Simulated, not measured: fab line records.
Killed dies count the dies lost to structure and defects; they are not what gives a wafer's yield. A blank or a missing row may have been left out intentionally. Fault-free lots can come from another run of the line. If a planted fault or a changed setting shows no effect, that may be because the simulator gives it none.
Which tool is to blame? / flow n5-finfet / Sampling: 9 lots, 27 wafers, 4 of 1938 route steps

== WHAT THE GAUGES READ, wafer by wafer ==
N5_BEOL_M4_RC_MEAS_101.
lot=L900; measured=day 7 19:00; on=prober-01; CJ_N=4.42 4.40 4.49
lot=L901; measured=day 8 13:32; on=prober-01; CJ_N=4.28 4.30 4.29
lot=L903; measured=day 8 15:43; on=prober-02; CJ_N=4.38 4.37 4.33
lot=L904; measured=day 8 21:04; on=prober-02; CJ_N=4.34 4.30 4.43
lot=L906; measured=day 9 13:05; on=prober-01; CJ_N=4.50 4.37 4.45
lot=L908; measured=day 10 01:46; on=prober-01; CJ_N=4.38 4.40 4.49
lot=L919; measured=day 12 12:07; on=prober-02; CJ_N=5.44 5.49 5.39
lot=L921; measured=day 13 12:47; on=prober-01; CJ_N=5.42 5.32 5.39
lot=L922; measured=day 13 20:19; on=prober-01; CJ_N=4.44 4.43 4.50

== WHAT TOOL EACH LOT RAN ON (gives the tool, then ch and the chambers of the sampled wafers, and finally the start) ==
lot=L900; N5_ZERO_LAYER_DESCUM_16=rie-diel-03 ch 0,1,3, day 1 12:55; N5_WELL_APT_IMPLANT_32=implanter-02 ch 0, day 1 15:38; N5_PMOS_HMC_CHANNEL_EPI_STRIP_33=rie-diel-03 ch 0,1,3, day 1 17:31
lot=L901; N5_ZERO_LAYER_DESCUM_16=rie-diel-01 ch 1,2,3, day 1 18:41; N5_WELL_APT_IMPLANT_32=implanter-01 ch 0, day 1 22:33; N5_PMOS_HMC_CHANNEL_EPI_STRIP_33=rie-diel-03 ch 0,3, day 2 00:44
lot=L903; N5_ZERO_LAYER_DESCUM_16=rie-diel-02 ch 1,2,3, day 2 06:51; N5_WELL_APT_IMPLANT_32=implanter-02 ch 0, day 2 09:35; N5_PMOS_HMC_CHANNEL_EPI_STRIP_33=rie-diel-01 ch 0,1, day 2 11:42
lot=L904; N5_ZERO_LAYER_DESCUM_16=rie-diel-03 ch 1,3, day 2 13:06; N5_WELL_APT_IMPLANT_32=implanter-02 ch 0, day 2 15:41; N5_PMOS_HMC_CHANNEL_EPI_STRIP_33=rie-diel-01 ch 1,2, day 2 17:49
lot=L906; N5_ZERO_LAYER_DESCUM_16=rie-diel-01 ch 0,3, day 3 00:48; N5_WELL_APT_IMPLANT_32=implanter-01 ch 0, day 3 03:34; N5_PMOS_HMC_CHANNEL_EPI_STRIP_33=rie-diel-02 ch 1,2, day 3 05:56
lot=L908; N5_ZERO_LAYER_DESCUM_16=rie-diel-01 ch 0,1,3, day 3 12:48; N5_WELL_APT_IMPLANT_32=implanter-01 ch 0, day 3 15:45; N5_PMOS_HMC_CHANNEL_EPI_STRIP_33=rie-diel-02 ch 0,3, day 3 17:59
lot=L919; N5_ZERO_LAYER_DESCUM_16=rie-diel-01 ch 0,2,3, day 6 06:48; N5_WELL_APT_IMPLANT_32=implanter-02 ch 0, day 6 09:52; N5_PMOS_HMC_CHANNEL_EPI_STRIP_33=rie-diel-03 ch 0,1,2, day 6 11:54
lot=L921; N5_ZERO_LAYER_DESCUM_16=rie-diel-02 ch 1,2,3, day 6 18:49; N5_WELL_APT_IMPLANT_32=implanter-02 ch 0, day 6 21:23; N5_PMOS_HMC_CHANNEL_EPI_STRIP_33=rie-diel-03 ch 0,1,2, day 6 23:23
lot=L922; N5_ZERO_LAYER_DESCUM_16=rie-diel-01 ch 0,1, day 7 00:55; N5_WELL_APT_IMPLANT_32=implanter-01 ch 0, day 7 03:42; N5_PMOS_HMC_CHANNEL_EPI_STRIP_33=rie-diel-02 ch 0,1, day 7 05:57
- N5_ZERO_LAYER_DESCUM_16: chemistry O2, time 7.9 s.
- N5_WELL_APT_IMPLANT_32
- N5_PMOS_HMC_CHANNEL_EPI_STRIP_33: strips in N2/H2.

== THE ANSWER, worked out from the rows above alone ==
Rule: the usual values come from the lots themselves. Put in order of their means at a reading, lots are off if they are a third of the lots or fewer, leave a main group of 4 or more, and stand apart from it by a gap of 3 or more times the standard deviation of the main group's means; of several such gaps the widest counts. A main group whose means are all the same, to the digits that the tables above print for the reading, isn't used. Also off: a lot with no number at a reading for which 4 or more lots have one. All remaining lots with rows at the step are treated as sound.
Off: at N5_BEOL_M4_RC_MEAS_101 (CJ_N), L919, L921. Main group: mean 4.39, sd 0.056.
If a tool, at a process step before that reading, ran all the lots that are off and no sound lot after the first of them, it fits. Those tools and the gauges at N5_BEOL_M4_RC_MEAS_101 are tried in the same way. Undecided on this evidence; 2 tools fit (implanter-02 at N5_WELL_APT_IMPLANT_32, rie-diel-03 at N5_PMOS_HMC_CHANNEL_EPI_STRIP_33).

== WHAT THE SIMULATOR PUT IN ==
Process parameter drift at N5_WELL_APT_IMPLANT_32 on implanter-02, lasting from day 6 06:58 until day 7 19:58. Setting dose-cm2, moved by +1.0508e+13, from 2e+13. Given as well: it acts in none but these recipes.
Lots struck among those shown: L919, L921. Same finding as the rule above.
